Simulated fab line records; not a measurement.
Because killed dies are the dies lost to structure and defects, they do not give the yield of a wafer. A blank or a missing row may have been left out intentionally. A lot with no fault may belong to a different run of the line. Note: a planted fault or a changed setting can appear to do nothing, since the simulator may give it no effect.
Chamber matching || flow nandHarc || cmp-03 running NHARC_THIN_TSV_CMP_01: 4 sister chambers
The step polishes. 14 wafers are shown with their chamber, then 7 later ones without.

## WAFERS WITH THEIR CHAMBER
{"wafer": "L074.1", "chamber": 2, "motorCurrentA (A)": 11.2}
{"wafer": "L074.5", "chamber": 3, "motorCurrentA (A)": 14.7}
{"wafer": "L074.6", "chamber": 2, "motorCurrentA (A)": 10.8}
{"wafer": "L082.1", "chamber": 0, "motorCurrentA (A)": 9.9}
{"wafer": "L082.2", "chamber": 3, "motorCurrentA (A)": 15.2}
{"wafer": "L082.5", "chamber": 0, "motorCurrentA (A)": 9.5}
{"wafer": "L080.4", "chamber": 3, "motorCurrentA (A)": 15.0}
{"wafer": "L080.5", "chamber": 2, "motorCurrentA (A)": 11.4}
{"wafer": "L080.6", "chamber": 3, "motorCurrentA (A)": 14.5}
{"wafer": "L084.2", "chamber": 0, "motorCurrentA (A)": 10.0}
{"wafer": "L084.4", "chamber": 2, "motorCurrentA (A)": 11.4}
{"wafer": "L084.5", "chamber": 1, "motorCurrentA (A)": 10.4}
{"wafer": "L083.2", "chamber": 1, "motorCurrentA (A)": 10.4}
{"wafer": "L083.3", "chamber": 0, "motorCurrentA (A)": 9.5}

SIGNATURES (averages over the wafers above)
{"reading": "motorCurrentA", "chamber 0": 9.725, "chamber 1": 10.400, "chamber 2": 11.200, "chamber 3": 14.850, "scatter within a chamber": 0.272}
Rule: for a wafer and a chamber, the distance is found by dividing, reading by reading, the gap between the wafer's reading and the chamber's mean by the reading's scatter, squaring, summing and taking the root. The wafer belongs to the nearest chamber; if the next one is less than 2 further off, it can't be placed. The scatter: take each reading less its chamber's mean, square it, sum over the shown wafers, divide by the number of wafers less the number of chambers, and take the root.

## WAFERS WITH NO CHAMBER GIVEN
{"wafer": "L083.5", "motorCurrentA (A)": 15.1}
{"wafer": "L093.1", "motorCurrentA (A)": 11.2}
{"wafer": "L093.2", "motorCurrentA (A)": 11.0}
{"wafer": "L093.6", "motorCurrentA (A)": 11.5}
{"wafer": "L093.3", "motorCurrentA (A)": 10.1}
{"wafer": "L093.4", "motorCurrentA (A)": 15.7}
{"wafer": "L093.5", "motorCurrentA (A)": 14.9}

## CHAMBER TAKEN BY EACH
{"wafer": "L083.5", "from the rows above": 3, "in truth": 3}
{"wafer": "L093.1", "from the rows above": 2, "in truth": 2}
{"wafer": "L093.2", "from the rows above": "can't be placed: 2 or 1", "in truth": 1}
{"wafer": "L093.6", "from the rows above": 2, "in truth": 2}
{"wafer": "L093.3", "from the rows above": "can't be placed: 1 or 0", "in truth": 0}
{"wafer": "L093.4", "from the rows above": 3, "in truth": 3}
{"wafer": "L093.5", "from the rows above": 3, "in truth": 3}
Correct placement for 5 of the 7. Unplaceable from these rows: 2, with the true chamber sitting among the candidates in 2. Placed wrongly: 0.
